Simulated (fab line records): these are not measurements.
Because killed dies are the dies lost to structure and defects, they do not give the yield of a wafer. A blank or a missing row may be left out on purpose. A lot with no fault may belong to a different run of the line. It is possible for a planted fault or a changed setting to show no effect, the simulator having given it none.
Matching of chambers    flow n5-finfet    N5_BEOL_M7_STRIP_36 on rie-diel-03: 4 sister chambers
The step strips in N2/H2. 36 wafers are shown with their chamber, then 12 later ones without.

== WAFERS, EACH WITH ITS CHAMBER ==
wafer   chamber  drypump-motor-current-A (A)  showerhead-plenum-p-Torr (Torr)  throttle-valve-pct (%)
L075.1  0        5.9                          2.50                             23.56
L075.2  2        6.0                          2.61                             23.82
L075.3  1        5.3                          2.50                             23.89
L075.4  3        4.8                          2.64                             23.77
L075.5  0        5.9                          2.50                             23.58
L075.6  3        4.8                          2.64                             23.81
L077.3  1        5.4                          2.50                             23.90
L077.5  2        6.0                          2.60                             23.82
L077.6  3        4.9                          2.63                             23.79
L076.4  1        5.3                          2.50                             23.89
L076.5  2        6.0                          2.60                             23.83
L076.6  3        4.8                          2.63                             23.78
L079.1  0        6.0                          2.49                             23.58
L079.2  3        4.8                          2.63                             23.78
L079.3  1        5.3                          2.50                             23.91
L079.4  2        6.0                          2.60                             23.82
L079.5  2        6.0                          2.60                             23.88
L079.6  1        5.3                          2.50                             23.93
L083.3  3        4.8                          2.63                             23.84
L083.5  1        5.4                          2.49                             23.94
L083.6  0        6.0                          2.49                             23.58
L084.1  2        6.0                          2.60                             23.86
L084.2  1        5.3                          2.49                             23.90
L084.5  1        5.4                          2.49                             23.91
L088.2  1        5.3                          2.49                             23.93
L088.4  0        6.0                          2.49                             23.57
L088.6  2        6.0                          2.59                             23.82
L087.2  3        4.9                          2.62                             23.77
L087.4  1        5.4                          2.49                             23.94
L087.6  1        5.4                          2.49                             23.89
L090.2  2        6.0                          2.59                             23.86
L090.3  0        5.9                          2.49                             23.60
L090.5  1        5.3                          2.49                             23.92
L089.1  2        6.0                          2.59                             23.84
L089.2  3        4.8                          2.62                             23.82
L089.3  0        6.0                          2.48                             23.60

SIGNATURES (means of the wafers above)
reading                   chamber 0  chamber 1  chamber 2  chamber 3  scatter within a chamber
drypump-motor-current-A   5.957      5.342      6.000      4.825      0.0438
showerhead-plenum-p-Torr  2.4914     2.4942     2.5978     2.6300     0.00645
throttle-valve-pct        23.5814    23.9125    23.8389    23.7950    0.0209
Rule: a wafer lies at a distance from a chamber equal to the root of the sum of squares, over the readings, of (its reading less the chamber's mean, divided by the reading's scatter). If the next closest chamber is less than 2 further off than the closest, the wafer can't be placed; otherwise it belongs to the closest. How the scatter is found: for the shown wafers, subtract from each reading the mean of its chamber, square and add these, divide the total by (wafers less chambers), then take the root.

== WAFERS WITHOUT THEIR CHAMBER ==
wafer   drypump-motor-current-A (A)  showerhead-plenum-p-Torr (Torr)  throttle-valve-pct (%)
L089.4  6.0                          2.48                             23.59
L089.5  4.8                          2.62                             23.80
L089.6  6.0                          2.59                             23.85
L092.2  4.9                          2.62                             23.83
L092.3  5.9                          2.48                             23.62
L092.5  5.9                          2.48                             23.61
L094.2  4.8                          2.62                             23.82
L094.4  6.0                          2.59                             23.87
L094.5  5.9                          2.48                             23.63
L095.1  5.3                          2.49                             23.93
L095.2  5.9                          2.48                             23.60
L095.3  4.8                          2.62                             23.83

== THE CHAMBER EACH PASSED THROUGH ==
wafer   from the rows above  in truth
L089.4  0                    0
L089.5  3                    3
L089.6  2                    2
L092.2  3                    3
L092.3  0                    0
L092.5  0                    0
L094.2  3                    3
L094.4  2                    2
L094.5  0                    0
L095.1  1                    1
L095.2  0                    0
L095.3  3                    3
Correctly placed: 12 of 12. Number that these rows cannot place: 0. 0 placed wrongly.
